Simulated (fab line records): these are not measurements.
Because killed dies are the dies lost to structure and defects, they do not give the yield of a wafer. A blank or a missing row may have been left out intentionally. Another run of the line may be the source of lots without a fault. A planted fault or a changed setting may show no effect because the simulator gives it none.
Matching of chambers | flow nandHarc | 4 sister chambers for NHARC_A_CHANNEL_FILL_D1_ALD_02 on aldHk-02
The step deposits SiO2, target thk 6 nm, pulse time 10 s, ald cycles 60. 16 wafers are shown with their chamber, then 8 later ones without.

## WAFERS, EACH WITH ITS CHAMBER
wafer  | chamber | heaterPowerW (W) | precursorPulseHeightRel
L075.1 | 1       | 492              | 1.047
L075.3 | 2       | 380              | 1.004
L075.5 | 0       | 574              | 1.020
L077.2 | 3       | 458              | 0.993
L077.3 | 0       | 573              | 1.015
L077.6 | 2       | 400              | 0.973
L078.1 | 0       | 568              | 0.996
L078.2 | 2       | 389              | 0.957
L078.3 | 3       | 463              | 1.003
L086.2 | 1       | 485              | 1.001
L086.3 | 2       | 386              | 1.018
L086.5 | 3       | 434              | 0.967
L089.2 | 0       | 582              | 1.020
L089.3 | 2       | 393              | 0.994
L089.5 | 0       | 572              | 0.981
L087.3 | 1       | 481              | 1.028

SIGNATURES (means of the wafers above)
reading                 | chamber 0 | chamber 1 | chamber 2 | chamber 3 | scatter within a chamber
heaterPowerW            | 573.80    | 486.00    | 389.60    | 451.67    | 8.53
precursorPulseHeightRel | 1.00640   | 1.02533   | 0.98920   | 0.98767   | 0.0211
Rule: a wafer's distance from a chamber is the root of the sum, over the readings, of the square of ((its reading less the chamber's mean) divided by the reading's scatter). If the next closest chamber is less than 2 further off than the closest, the wafer can't be placed; otherwise it belongs to the closest. The scatter: the root of (the sum of the squares of (reading less its chamber's mean) over the shown wafers, divided by (wafers less chambers)).

## WAFERS WITHOUT THEIR CHAMBER
wafer  | heaterPowerW (W) | precursorPulseHeightRel
L087.5 | 483              | 0.981
L087.6 | 381              | 1.026
L088.1 | 582              | 1.011
L088.4 | 391              | 1.020
L088.5 | 484              | 0.982
L096.2 | 444              | 0.988
L096.3 | 377              | 1.008
L096.5 | 510              | 1.029

## CHAMBER TAKEN BY EACH
wafer  | from the rows above     | in truth
L087.5 | can't be placed: 1 or 3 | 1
L087.6 | 2                       | 2
L088.1 | 0                       | 0
L088.4 | 2                       | 2
L088.5 | can't be placed: 1 or 3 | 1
L096.2 | 3                       | 3
L096.3 | 2                       | 2
L096.5 | 1                       | 1
Correctly placed: 6 of 8. From these rows, 2 cannot be placed; in 2 the true chamber is one of the candidates. Number placed wrongly: 0.
